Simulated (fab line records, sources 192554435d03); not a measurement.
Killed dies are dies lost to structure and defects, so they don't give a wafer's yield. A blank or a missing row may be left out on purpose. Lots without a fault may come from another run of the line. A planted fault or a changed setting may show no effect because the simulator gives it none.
fab line records | flow n5_finfet
record lots=24 wafers=72 last_day=18
route steps=1938 shown BEOL_M8@1370 BEOL_M9@1404 BEOL_M10@1471
lots that met no fault: from a run of the same line without faults
start_h: hours from the record's first day to the start of the lot's first wafer shown | wait_h: hours since the lot's step before | " the same as in the row above | L1.1+2: a row that stands for several wafers | - no value, or no start given | * or withheld: withheld | < > ~ a bound
route shown NAME@n: a module of which the file shows steps, and the number in the route of the first | usual: mean/standard deviation of fault-free wafers | same: alike in all rows | chamber/n: place in a boat | sites: the reading at each site | _std_site: their standard deviation | _edge_site: outer sites' mean less inner sites' | radius_mm: how far each site lies from the wafer's centre | mask NAME#n: copy n | behind: the tool/chamber that last shaped the wafer | hold: why the lot was held/for how many hours/how that ended | device: the transistor (n, p or np) that didn't switch | end of line: the same wafers' tests at the end of the route | a step without rows: its recipe alone | killed: dies lost to structure and defects at the first sort, not the wafer's yield | map: a wafer's dies, x killed, . not, _ none there
set.NAME: the setting as run; set.NAME@STEP: as run at that earlier step | model.NAME: the simulator's own value behind a step, which no gauge read
steps of the route over a sample of lots; a table a step, a row a wafer
services: from which hour (start_h, from the record's first day; less than 0 if before it) a tool's chamber was out of use, for how many hours, and why
## steps
# step N5_BEOL_M8_ETCH_65
# recipe chemistry=CF4 target=SiARC target_depth_a=156 mask_material=CAR-EUV time_s=26 ion_energy_ev=80 pressure_mtorr=40 source_w=545 bias_w=36 Ar_flow_sccm=100 cf4_flow_sccm=100 ends=cleared
# usual drypump_motor_current_A=5.9/0.56 etch_rf_on_time_s=25.9/0.67 oes_product_au=0.68/0.083 rf_vpp_V=184.0/1.1 showerhead_plenum_p_Torr=2.13/0.073 throttle_valve_pct=15.54/0.26
# columns lot.wafer tool chamber start_h wait_h drypump_motor_current_A etch_rf_on_time_s oes_product_au rf_hours_counter_h rf_vpp_V showerhead_plenum_p_Torr throttle_valve_pct
L074.2 rie_diel-01 2 221.58 0.0 6.7 26.4 0.64 188 184.1 2.13 15.63
L074.5 " 0 " " 6.2 25.5 0.80 - 185.0 2.27 15.11
L074.6 " 2 " " 6.7 26.5 0.63 - 183.8 2.13 15.61
L075.1 rie_diel-06 1 228.44 0.0 5.8 26.7 0.80 4 185.7 2.18 15.21
L075.2 " 2 " " 5.3 26.3 0.70 82 182.6 2.07 15.30
L075.6 " 2 " " 5.3 26.4 0.70 - 182.0 2.07 15.29
L076.3 rie_diel-01 2 228.52 0.0 6.7 26.4 0.62 191 183.9 2.13 15.62
L076.5 " 0 " " 6.2 25.4 0.79 - 184.9 2.27 15.12
L076.6 " 3 " " 5.9 25.0 0.84 - 185.1 2.18 15.23
L077.1 rie_diel-05 3 228.74 0.0 6.7 26.2 0.61 222 183.2 2.03 15.84
L077.3 " 1 " " 5.9 25.4 0.71 84 185.7 2.08 15.64
L077.6 " 1 " " 6.0 25.1 0.70 - 184.4 2.08 15.63
L080.3 rie_diel-01 0 234.93 0.0 6.2 25.2 0.80 26 185.2 2.27 15.12
L080.4 " 2 " " 6.7 26.0 0.63 193 184.2 2.13 15.64
L080.5 " 1 " " 5.3 26.2 0.61 - 184.9 2.11 15.87
L078.1 rie_diel-05 3 234.99 0.0 6.7 26.8 0.60 225 180.8 2.03 15.85
L078.2 " 0 " " 5.3 27.3 0.56 245 183.6 2.19 15.76
L078.6 " 1 " " 6.0 25.2 0.70 - 182.1 2.08 15.64
L079.1 rie_diel-01 2 235.33 0.0 6.7 26.7 0.62 193 183.1 2.13 15.61
L079.4 " 0 " " 6.2 25.6 0.79 27 184.2 2.27 15.10
L079.5 " 2 " " 6.7 26.6 0.63 - 184.9 2.13 15.62
L081.1 rie_diel-06 0 261.55 0.0 6.4 26.4 0.60 188 182.4 2.05 15.86
L081.2 " 2 " " 5.3 26.4 0.68 92 184.0 2.07 15.31
L081.5 " 1 " " 5.8 26.8 0.76 - 185.5 2.17 15.22
L084.1 rie_diel-01 3 261.81 0.0 5.9 24.9 0.81 14 182.9 2.18 15.26
L084.3 " 2 " " 6.7 25.7 0.63 203 184.0 2.13 15.66
L084.5 " 0 " " 6.2 25.0 0.79 - 184.1 2.26 15.13
L083.2 rie_diel-01 0 262.31 0.0 6.2 25.3 0.78 36 184.7 2.26 15.15
L083.4 " 1 " " 5.2 26.2 0.60 204 183.2 2.11 15.89
L083.6 " 3 " " 5.9 25.2 0.81 - 184.9 2.18 15.23
L082.2 rie_diel-05 0 264.21 0.0 5.3 26.8 0.56 259 184.1 2.18 15.78
L082.5 " 3 " " 6.7 26.3 0.59 - 183.4 2.03 15.88
L082.6 " 0 " " 5.3 27.0 0.56 - 183.8 2.19 15.78
L086.3 rie_diel-01 0 289.70 0.0 6.2 25.7 0.76 46 185.2 2.26 15.17
L086.5 " 3 " " 5.9 25.3 0.78 - 185.4 2.17 15.26
L086.6 " 2 " " 6.7 26.3 0.61 - 183.0 2.13 15.68
L088.2 rie_diel-05 2 295.32 0.0 5.6 26.2 0.65 161 184.2 2.14 15.65
L088.3 " 1 " " 6.0 25.1 0.69 107 183.4 2.07 15.67
L088.6 " 2 " " 5.6 26.2 0.64 - 185.8 2.14 15.64
L085.3 rie_diel-05 2 297.40 0.0 5.6 26.8 0.63 162 184.4 2.14 15.66
L085.4 " 1 " " 5.9 25.4 0.68 - 183.4 2.07 15.71
L085.5 " 2 " " 5.6 26.6 0.64 - 183.9 2.14 15.65
L087.2 rie_diel-01 0 298.58 0.0 6.2 25.8 0.76 49 185.5 2.26 15.17
L087.4 " 2 " " 6.7 26.7 0.61 215 184.1 2.12 15.67
L087.5 " 3 " " 5.9 25.2 0.78 - 184.3 2.17 15.27
L090.1 rie_diel-06 1 300.34 0.0 5.8 26.8 0.74 33 183.3 2.17 15.26
L090.2 " 0 " " 6.4 26.6 0.60 203 183.0 2.04 15.88
L090.3 " 3 " " 4.8 25.6 0.62 182 182.7 2.04 15.56
L092.2 rie_diel-05 0 311.38 0.0 5.3 25.1 0.81 7 185.2 2.18 15.27
L092.4 " 2 " " 5.6 26.5 0.63 166 184.7 2.14 15.67
L092.5 " 2 " " 5.6 26.2 0.64 - 184.9 2.14 15.67
L089.1 rie_diel-05 2 312.98 0.0 5.6 26.2 0.64 167 184.0 2.14 15.67
L089.3 " 1 " " 6.0 25.2 0.68 113 182.9 2.07 15.69
L089.4 " 0 " " 5.3 25.0 0.82 7 184.3 2.18 15.27
L091.2 rie_diel-06 0 319.77 0.0 6.4 26.6 0.59 210 183.7 2.04 15.90
L091.4 " 2 " " 5.3 26.4 0.66 113 183.8 2.06 15.35
L091.6 " 2 " " 5.3 26.6 0.66 - 181.7 2.06 15.36
L093.2 rie_diel-01 2 336.39 0.0 6.7 26.1 0.61 228 183.2 2.12 15.70
L093.3 " 0 " " 6.2 25.2 0.75 62 185.4 2.25 15.17
L093.4 " 2 " " 6.7 26.2 0.61 - 184.4 2.12 15.70
L095.4 rie_diel-06 1 336.56 0.0 5.8 26.6 0.72 46 185.6 2.16 15.30
L095.5 " 1 " " 5.8 26.7 0.72 - 183.8 2.16 15.28
L095.6 " 2 " " 5.3 26.8 0.66 - 183.6 2.06 15.36
L094.3 rie_diel-05 0 336.82 0.0 5.3 25.1 0.78 18 185.4 2.18 15.28
L094.4 " 0 " " 5.2 24.9 0.79 - 185.1 2.18 15.31
L094.6 " 1 " " 6.0 25.2 0.67 - 182.6 2.06 15.72
L096.2 rie_diel-05 3 351.36 0.0 6.7 25.1 0.85 3 186.9 2.28 15.38
L096.3 " 2 " " 5.6 26.0 0.64 183 183.8 2.14 15.70
L096.5 " 3 " " 6.7 25.1 0.84 - 185.0 2.28 15.38
L097.1 rie_diel-06 3 371.64 0.0 4.8 25.9 0.61 206 183.6 2.03 15.61
L097.4 " 2 " " 5.3 26.6 0.64 133 183.9 2.06 15.40
L097.5 " 2 " " 5.3 26.5 0.65 - 182.9 2.06 15.39
# step N5_BEOL_M8_CD_MEAS_35
# recipe target_cd_nm=40 polarity=opening
# usual cd_nm=39.8/0.67
# columns lot.wafer tool chamber start_h wait_h cd_nm
L074.2 cd_sem-02 - 222.30 0.0 40.1
L074.5 " - " " 40.8
L074.6 " - " " 39.9
L075.1 cd_sem-02 - 228.97 0.0 39.9
L075.2 " - " " 39.9
L075.6 " - " " 40.2
L076.3 cd_sem-01 - 229.07 0.0 40.9
L076.5 " - " " 40.6
L076.6 " - " " 40.8
L077.1 cd_sem-03 - 229.28 0.0 40.8
L077.3 " - " " 40.6
L077.6 " - " " 40.6
L080.3 cd_sem-01 - 235.48 0.0 38.9
L080.4 " - " " 39.1
L080.5 " - " " 39.4
L078.1 cd_sem-03 - 235.52 0.0 39.2
L078.2 " - " " 40.1
L078.6 " - " " 39.8
L079.1 cd_sem-01 - 235.87 0.0 39.6
L079.4 " - " " 39.6
L079.5 " - " " 40.0
L081.1 cd_sem-03 - 262.08 0.0 40.1
L081.2 " - " " 39.4
L081.5 " - " " 41.1
L084.1 cd_sem-02 - 262.34 0.0 39.1
L084.3 " - " " 40.1
L084.5 " - " " 38.7
L083.2 cd_sem-02 - 262.85 0.0 39.9
L083.4 " - " " 38.6
L083.6 " - " " 39.7
L082.2 cd_sem-03 - 264.74 0.0 39.8
L082.5 " - " " 39.6
L082.6 " - " " 39.9
L086.3 cd_sem-03 - 290.24 0.0 40.1
L086.5 " - " " 40.2
L086.6 " - " " 41.3
L088.2 cd_sem-02 - 295.85 0.0 39.5
L088.3 " - " " 39.3
L088.6 " - " " 38.6
L085.3 cd_sem-01 - 297.93 0.0 39.1
L085.4 " - " " 38.9
L085.5 " - " " 38.9
L087.2 cd_sem-01 - 299.11 0.0 39.3
L087.4 " - " " 40.5
L087.5 " - " " 39.4
L090.1 cd_sem-03 - 300.87 0.0 39.8
L090.2 " - " " 39.4
L090.3 " - " " 40.2
L092.2 cd_sem-01 - 311.92 0.0 39.3
L092.4 " - " " 40.9
L092.5 " - " " 40.1
L089.1 cd_sem-01 - 313.51 0.0 40.5
L089.3 " - " " 40.2
L089.4 " - " " 39.6
L091.2 cd_sem-01 - 320.30 0.0 38.8
L091.4 " - " " 38.4
L091.6 " - " " 38.6
L093.2 cd_sem-03 - 336.92 0.0 40.3
L093.3 " - " " 40.1
L093.4 " - " " 40.5
L095.4 cd_sem-02 - 337.10 0.0 40.8
L095.5 " - " " 40.3
L095.6 " - " " 40.0
L094.3 cd_sem-01 - 337.36 0.0 40.2
L094.4 " - " " 41.1
L094.6 " - " " 40.4
L096.2 cd_sem-02 - 351.89 0.0 38.4
L096.3 " - " " 39.5
L096.5 " - " " 39.0
L097.1 cd_sem-02 - 372.19 0.0 39.2
L097.4 " - " " 39.5
L097.5 " - " " 39.5
# step N5_BEOL_M8_CMP_52
# recipe stop_on=SiCOH_lowk t_overpolish_s=6.9 down_force_psi=1 platen_rpm=50 clearing_platen_down_force_psi=1.5 clearing_platen_rpm=50 post_cmp_clean=cu_alkaline target_thk_nm=80 clearing_platen_pad_velocity_m_s=0.99484 pad_velocity_m_s=0.99484
# usual barrier_field_endpoint_s=28.9/0.75 head_pressure_psi=0.9999/0.0024 motor_current_A=6.1/0.62 overpolish_run_s=6.901/0.0092 time_to_endpoint_s=62/3.1
# columns lot.wafer tool chamber start_h wait_h barrier_field_endpoint_s head_pressure_psi motor_current_A overpolish_run_s time_to_endpoint_s
L074.2 cmp-04 1 223.95 0.2 28.4 1.0010 5.6 6.883 58
L074.6 " 0 " " 29.7 1.0029 7.1 6.877 62
L074.5 " 1 " " 28.2 0.9991 5.8 6.894 57
L076.3 cmp-04 0 231.83 0.2 29.2 1.0001 6.5 6.912 65
L076.5 " 0 " " 29.6 1.0026 6.9 6.897 64
L076.6 " 1 " " 28.8 1.0016 5.6 6.922 58
L075.1 cmp-03 2 232.00 0.3 28.6 0.9986 6.0 6.910 66
L075.2 " 1 " " 28.0 0.9969 6.3 6.907 60
L075.6 " 2 " " 29.6 0.9990 6.4 6.896 68
L077.3 cmp-02 0 232.15 0.2 28.6 0.9975 5.1 6.883 57
L077.1 " 2 " " 28.7 1.0000 5.6 6.900 64
L077.6 " 0 " " 28.3 0.9959 5.4 6.905 57
L080.3 cmp-02 0 237.80 0.2 27.3 1.0042 5.2 6.892 55
L080.4 " 1 " " 28.4 0.9985 5.2 6.892 59
L080.5 " 3 " " 29.7 0.9985 5.8 6.893 61
L078.2 cmp-04 1 241.54 0.2 28.1 1.0008 5.4 6.889 59
L078.1 " 2 " " 28.7 1.0045 6.7 6.881 61
L078.6 " 2 " " 28.2 1.0010 6.3 6.889 57
L079.4 cmp-04 2 241.91 0.2 28.3 0.9974 6.3 6.907 59
L079.1 " 0 " " 28.4 0.9974 6.2 6.907 62
L079.5 " 1 " " 27.7 1.0013 5.3 6.879 58
L081.2 cmp-03 0 264.30 0.3 28.3 0.9978 5.9 6.897 63
L081.1 " 2 " " 29.8 0.9948 5.9 6.894 66
L081.5 " 0 " " 28.7 0.9951 6.1 6.900 60
L084.1 cmp-04 0 264.59 0.3 28.4 0.9973 6.6 6.902 63
L084.3 " 2 " " 28.8 0.9968 6.3 6.910 60
L084.5 " 0 " " 29.6 0.9987 6.6 6.893 63
L083.2 cmp-03 2 265.49 0.3 28.8 1.0012 5.8 6.893 65
L083.4 " 0 " " 29.5 0.9977 5.8 6.913 63
L083.6 " 2 " " 29.1 0.9954 5.9 6.897 64
L082.2 cmp-03 0 269.35 0.3 28.6 1.0009 5.7 6.904 65
L082.5 " 2 " " 29.8 1.0039 6.3 6.902 69
L082.6 " 3 " " 30.1 0.9976 6.6 6.888 66
L086.3 cmp-03 2 294.37 0.2 27.6 1.0026 6.0 6.903 64
L086.5 " 0 " " 28.0 1.0027 5.8 6.905 64
L086.6 " 1 " " 27.6 0.9987 6.8 6.911 59
L088.2 cmp-03 2 300.96 0.2 29.7 0.9991 6.1 6.894 63
L088.3 " 0 " " 28.0 1.0010 5.7 6.913 61
L088.6 " 1 " " 29.0 0.9984 6.6 6.907 60
L085.4 cmp-02 2 302.56 0.1 29.0 1.0001 5.2 6.898 65
L085.3 " 0 " " 27.9 1.0021 5.8 6.900 59
L085.5 " 3 " " 29.1 0.9972 5.7 6.916 64
L087.4 cmp-03 3 303.16 0.2 29.0 0.9976 6.6 6.906 63
L087.2 " 0 " " 27.9 0.9974 6.0 6.894 63
L087.5 " 1 " " 28.1 0.9997 6.6 6.912 57
L090.3 cmp-02 2 307.65 0.2 29.6 1.0042 5.3 6.903 65
L090.1 " 3 " " 29.7 1.0027 5.6 6.907 66
L090.2 " 0 " " 28.9 0.9994 5.5 6.907 60
L092.2 cmp-03 0 316.36 0.3 28.7 0.9985 5.8 6.910 61
L092.4 " 1 " " 29.6 1.0030 6.6 6.903 59
L092.5 " 2 " " 30.7 1.0008 5.8 6.908 64
L089.1 cmp-04 2 318.69 0.3 29.5 1.0006 6.3 6.898 61
L089.4 " 3 " " 30.2 0.9998 7.0 6.917 63
L089.3 " 1 " " 29.1 1.0009 5.7 6.904 58
L091.4 cmp-02 3 325.50 0.1 30.1 0.9985 5.7 6.901 66
L091.2 " 0 " " 28.4 1.0038 5.3 6.900 57
L091.6 " 3 " " 28.7 0.9964 5.5 6.908 60
L093.2 cmp-04 1 339.02 0.2 27.9 1.0001 5.4 6.896 63
L093.4 " 3 " " 29.0 1.0016 7.3 6.887 66
L093.3 " 0 " " 28.3 1.0040 6.5 6.890 67
L095.4 cmp-03 2 340.91 0.2 30.0 1.0026 6.1 6.911 69
L095.6 " 0 " " 29.4 0.9975 5.8 6.910 64
L095.5 " 1 " " 27.7 0.9990 6.6 6.910 60
L094.4 cmp-02 0 341.63 0.1 28.6 1.0005 5.5 6.904 58
L094.3 " 1 " " 27.9 0.9983 5.4 6.899 62
L094.6 " 0 " " 27.9 0.9964 5.5 6.890 56
L096.2 cmp-03 3 353.94 0.2 29.9 1.0002 6.8 6.906 65
L096.3 " 1 " " 28.4 1.0012 6.4 6.903 59
L096.5 " 3 " " 28.7 1.0016 7.0 6.901 62
L097.4 cmp-04 2 374.60 0.1 28.9 0.9961 6.4 6.921 63
L097.1 " 1 " " 27.4 1.0003 5.6 6.897 59
L097.5 " 2 " " 29.0 0.9989 6.5 6.907 62
# step N5_BEOL_M9_PECVD_70
# recipe material=SiO2 target_thk_a=200 temp_c=400 precursor=TEOS/O2 pressure_torr=5.5 rf_w=450 teos_flow_sccm=53.8 gas=O2 flow_sccm=3000 time_s=22.7
# usual heater_power_w=663/56 showerhead_plenum_p_Torr=8.76/0.047 throttle_valve_pct=22.7/1.3
# columns lot.wafer tool chamber start_h wait_h heater_power_w showerhead_plenum_p_Torr throttle_valve_pct
L074.2 pecvd-01 1 225.06 0.0 621 8.79 25.1
L074.5 " 0 " " 641 8.79 22.6
L074.6 " 1 " " 634 8.79 24.9
L076.3 pecvd-04 2 232.97 0.0 643 8.73 20.3
L076.5 " 1 " " 735 8.68 21.5
L076.6 " 0 " " 689 8.85 22.1
L075.1 pecvd-01 1 233.15 0.0 654 8.78 25.4
L075.2 " 2 " " 660 8.71 21.8
L075.6 " 2 " " 657 8.69 21.7
L077.1 pecvd-02 1 233.23 0.0 722 8.72 22.2
L077.3 " 1 " " 746 8.74 22.2
L077.6 " 2 " " 647 8.75 22.6
L080.3 pecvd-02 0 238.91 0.0 620 8.83 24.0
L080.4 " 2 " " 670 8.73 22.7
L080.5 " 0 " " 626 8.84 24.2
L078.1 pecvd-02 0 242.66 0.0 620 8.82 24.1
L078.2 " 2 " " 714 8.75 22.7
L078.6 " 2 " " 737 8.73 22.7
L079.1 pecvd-04 0 243.14 0.0 750 8.83 21.8
L079.4 " 0 " " 742 8.83 22.3
L079.5 " 2 " " 594 8.73 20.6
L081.1 pecvd-01 2 265.63 0.0 670 8.70 21.5
L081.2 " 1 " " 650 8.80 25.2
L081.5 " 0 " " 676 8.78 22.2
L083.2 pecvd-01 2 266.57 0.0 694 8.70 21.5
L083.4 " 1 " " 648 8.80 25.0
L083.6 " 0 " " 664 8.79 22.3
L084.1 pecvd-02 0 266.89 0.0 541 8.83 24.4
L084.3 " 2 " " 690 8.74 22.7
L084.5 " 0 " " 543 8.82 24.0
L082.2 pecvd-01 0 270.46 0.0 658 8.78 22.5
L082.5 " 1 " " 653 8.80 25.2
L082.6 " 2 " " 571 8.72 21.8
L086.3 pecvd-02 2 295.41 0.0 737 8.75 22.9
L086.5 " 0 " " 588 8.81 24.2
L086.6 " 1 " " 681 8.74 22.2
L088.2 pecvd-04 1 302.04 0.0 617 8.69 21.6
L088.3 " 2 " " 554 8.76 20.4
L088.6 " 1 " " 610 8.71 21.3
L085.3 pecvd-01 1 303.67 0.0 636 8.78 25.1
L085.4 " 0 " " 697 8.78 22.3
L085.5 " 2 " " 686 8.70 21.5
L087.2 pecvd-04 1 304.20 0.0 647 8.74 21.2
L087.4 " 2 " " 674 8.77 20.7
L087.5 " 1 " " 618 8.72 21.3
L090.1 pecvd-02 0 308.76 0.0 565 8.85 24.1
L090.2 " 1 " " 688 8.75 22.5
L090.3 " 2 " " 702 8.73 22.9
L092.2 pecvd-02 2 317.41 0.0 652 8.75 23.0
L092.4 " 2 " " 694 8.74 22.8
L092.5 " 2 " " 663 8.72 23.0
L089.1 pecvd-01 1 319.81 0.0 596 8.79 25.2
L089.3 " 0 " " 707 8.79 22.5
L089.4 " 2 " " 603 8.71 21.6
L091.2 pecvd-04 0 326.65 0.0 718 8.84 22.0
L091.4 " 0 " " 731 8.85 22.3
L091.6 " 1 " " 663 8.72 21.6
L093.2 pecvd-02 1 340.13 0.0 788 8.75 22.5
L093.3 " 0 " " 639 8.82 24.0
L093.4 " 0 " " 615 8.82 24.4
L095.4 pecvd-04 0 341.97 0.1 785 8.85 22.3
L095.5 " 1 " " 719 8.70 21.6
L095.6 " 2 " " 659 8.72 20.8
L094.3 pecvd-02 1 342.78 0.0 629 8.74 22.4
L094.4 " 1 " " 637 8.74 22.4
L094.6 " 2 " " 649 8.74 23.0
L096.2 pecvd-01 1 355.06 0.0 622 8.78 25.0
L096.3 " 2 " " 609 8.70 22.0
L096.5 " 1 " " 616 8.80 25.1
L097.1 pecvd-01 1 375.72 0.0 644 8.76 24.9
L097.4 " 1 " " 654 8.79 25.1
L097.5 " 0 " " 709 8.81 22.4
# step N5_BEOL_M9_SURFACE_TREAT_79
# recipe gas=Ar time_s=* ion_energy_ev=* ion_current_ma_cm2=0.5 pressure_mtorr=* ar_flow_sccm=30
# usual pressure_mtorr=* throttle_valve_pct=*
# columns lot.wafer tool chamber start_h wait_h pressure_mtorr throttle_valve_pct
L074.2 pvd_sputter-02 - 229.60 0.2 * *
L074.5 " - " " * *
L074.6 " - " " * *
L075.1 pvd_sputter-02 - 242.03 0.2 * *
L075.2 " - " " * *
L075.6 " - " " * *
L076.3 pvd_sputter-02 - 242.15 0.2 * *
L076.5 " - " " * *
L076.6 " - " " * *
L077.1 pvd_sputter-02 - 242.61 0.3 * *
L077.3 " - " " * *
L077.6 " - " " * *
L080.3 pvd_sputter-01 - 246.73 0.2 * *
L080.4 " - " " * *
L080.5 " - " " * *
L079.1 pvd_sputter-01 - 248.11 0.2 * *
L079.4 " - " " * *
L079.5 " - " " * *
L078.1 pvd_sputter-03 - 248.19 0.2 * *
L078.2 " - " " * *
L078.6 " - " " * *
L081.1 pvd_sputter-01 - 270.60 0.2 * *
L081.2 " - " " * *
L081.5 " - " " * *
L084.1 pvd_sputter-01 - 276.35 0.2 * *
L084.3 " - " " * *
L084.5 " - " " * *
L082.2 pvd_sputter-01 - 276.79 0.4 * *
L082.5 " - " " * *
L082.6 " - " " * *
L083.2 pvd_sputter-01 - 276.91 0.3 * *
L083.4 " - " " * *
L083.6 " - " " * *
L086.3 pvd_sputter-03 - 300.42 0.3 * *
L086.5 " - " " * *
L086.6 " - " " * *
L087.2 pvd_sputter-01 - 310.56 0.2 * *
L087.4 " - " " * *
L087.5 " - " " * *
L088.2 pvd_sputter-02 - 310.59 0.2 * *
L088.3 " - " " * *
L088.6 " - " " * *
L085.3 pvd_sputter-01 - 310.80 0.2 * *
L085.4 " - " " * *
L085.5 " - " " * *
L090.1 pvd_sputter-03 - 314.28 0.2 * *
L090.2 " - " " * *
L090.3 " - " " * *
L092.2 pvd_sputter-03 - 321.43 0.2 * *
L092.4 " - " " * *
L092.5 " - " " * *
L089.1 pvd_sputter-03 - 324.37 0.7 * *
L089.3 " - " " * *
L089.4 " - " " * *
L091.2 pvd_sputter-01 - 333.17 1.6 * *
L091.4 " - " " * *
L091.6 " - " " * *
L095.4 pvd_sputter-03 - 348.91 0.2 * *
L095.5 " - " " * *
L095.6 " - " " * *
L094.3 pvd_sputter-02 - 349.04 0.2 * *
L094.4 " - " " * *
L094.6 " - " " * *
L093.2 pvd_sputter-03 - 349.31 0.2 * *
L093.3 " - " " * *
L093.4 " - " " * *
L096.2 pvd_sputter-01 - 361.73 0.2 * *
L096.3 " - " " * *
L096.5 " - " " * *
L097.1 pvd_sputter-02 - 380.69 0.2 * *
L097.4 " - " " * *
L097.5 " - " " * *
# step N5_BEOL_M10_CURE_71
# recipe temp_c=385 time_s=240 ambient=He/Ar material=SiCOH_lowk
# usual lamp_power_pct=52.32/0.056 wafer_temp_C_max=386.6/0.49
# columns lot.wafer tool chamber start_h wait_h lamp_power_pct wafer_temp_C_max
L074.2 uv_cure-03 2 231.03 0.2 52.39 386.3
L074.5 " 2 " " 52.30 387.1
L074.6 " 2 " " 52.29 386.9
L075.1 uv_cure-03 2 243.75 0.0 52.27 386.2
L075.2 " 2 " " 52.46 386.7
L075.6 " 2 " " 52.26 386.6
L076.3 uv_cure-01 0 243.79 0.2 52.22 386.4
L076.5 " 0 " " 52.39 386.7
L076.6 " 0 " " 52.28 387.5
L077.1 uv_cure-01 1 244.19 0.0 52.24 387.0
L077.3 " 1 " " 52.32 386.7
L077.6 " 1 " " 52.38 387.0
L080.3 uv_cure-02 1 248.71 0.2 52.31 386.6
L080.4 " 1 " " 52.35 386.6
L080.5 " 1 " " 52.28 386.9
L078.1 uv_cure-01 0 249.89 0.0 52.37 386.5
L078.2 " 0 " " 52.33 386.7
L078.6 " 0 " " 52.46 386.9
L079.1 uv_cure-02 1 250.16 0.0 52.22 387.2
L079.4 " 1 " " 52.26 387.3
L079.5 " 1 " " 52.37 386.8
L081.1 uv_cure-01 2 272.09 0.0 52.22 386.1
L081.2 " 2 " " 52.40 386.0
L081.5 " 2 " " 52.44 386.2
L084.1 uv_cure-01 0 279.03 0.0 52.35 386.1
L084.3 " 0 " " 52.38 386.2
L084.5 " 0 " " 52.30 386.6
L082.2 uv_cure-02 1 279.56 0.1 52.25 386.3
L082.5 " 1 " " 52.23 386.4
L082.6 " 1 " " 52.32 386.0
L083.2 uv_cure-03 2 279.95 0.1 52.26 386.0
L083.4 " 2 " " 52.38 386.3
L083.6 " 2 " " 52.32 386.7
L086.3 uv_cure-01 1 305.50 0.2 52.31 387.0
L086.5 " 1 " " 52.25 387.7
L086.6 " 1 " " 52.25 387.5
L087.2 uv_cure-02 1 312.80 0.1 52.36 387.0
L087.4 " 1 " " 52.41 386.6
L087.5 " 1 " " 52.20 386.4
L088.2 uv_cure-02 2 313.98 0.1 52.43 386.3
L088.3 " 2 " " 52.34 386.5
L088.6 " 2 " " 52.31 386.3
L085.3 uv_cure-01 2 314.32 0.2 52.31 385.6
L085.4 " 2 " " 52.37 386.2
L085.5 " 2 " " 52.35 385.9
L090.1 uv_cure-01 2 317.56 0.0 52.24 386.3
L090.2 " 2 " " 52.30 386.1
L090.3 " 2 " " 52.28 386.3
L092.2 uv_cure-01 1 325.89 0.1 52.37 387.6
L092.4 " 1 " " 52.33 387.6
L092.5 " 1 " " 52.28 387.8
L089.1 uv_cure-03 2 328.09 0.0 52.32 386.2
L089.3 " 2 " " 52.37 386.8
L089.4 " 2 " " 52.29 386.9
L091.2 uv_cure-03 1 336.14 0.3 52.22 386.3
L091.4 " 1 " " 52.23 387.0
L091.6 " 1 " " 52.35 386.7
L094.3 uv_cure-01 2 350.79 0.2 52.28 386.2
L094.4 " 2 " " 52.38 386.4
L094.6 " 2 " " 52.27 386.0
L095.4 uv_cure-02 0 350.85 0.3 52.28 386.2
L095.5 " 0 " " 52.27 386.8
L095.6 " 0 " " 52.27 386.5
L093.2 uv_cure-03 2 351.42 0.1 52.32 386.3
L093.3 " 2 " " 52.35 386.8
L093.4 " 2 " " 52.35 386.4
L096.2 uv_cure-02 0 363.60 0.2 52.27 387.0
L096.3 " 0 " " 52.31 386.7
L096.5 " 0 " " 52.32 386.7
L097.1 uv_cure-03 1 385.38 0.0 52.34 386.1
L097.4 " 1 " " 52.35 386.6
L097.5 " 1 " " 52.31 386.7
## services
# columns tool chamber start_h hours kind
uv_cure-03 - 198.18 3.4 pm
rie_diel-06 1 199.25 14.5 repair
uv_cure-01 - 214.19 2.1 pm
pecvd-01 0 214.42 5.7 repair
pecvd-02 0 223.39 11.9 repair
cmp-04 - 234.55 4.6 pm
rie_diel-05 - 236.83 0.2 repair
cmp-03 - 238.57 4.0 pm
pecvd-02 - 246.63 2.5 repair
rie_diel-01 1 255.42 3.4 repair
uv_cure-02 - 270.32 7.5 pm
rie_diel-01 2 270.68 4.7 repair
rie_diel-05 - 273.86 14.6 pm
uv_cure-02 - 281.91 2.4 repair
uv_cure-01 - 309.58 0.8 repair
rie_diel-05 3 314.94 11.0 repair
pecvd-02 1 315.25 3.4 repair
uv_cure-02 - 328.53 7.5 pm
pecvd-02 - 328.67 1.5 repair
cmp-04 - 339.24 4.0 pm
rie_diel-05 1 355.36 13.1 repair
pvd_sputter-02 - 357.48 4.6 repair
pecvd-02 0 359.75 7.6 repair
uv_cure-02 - 365.69 2.8 pm
## key
fault none
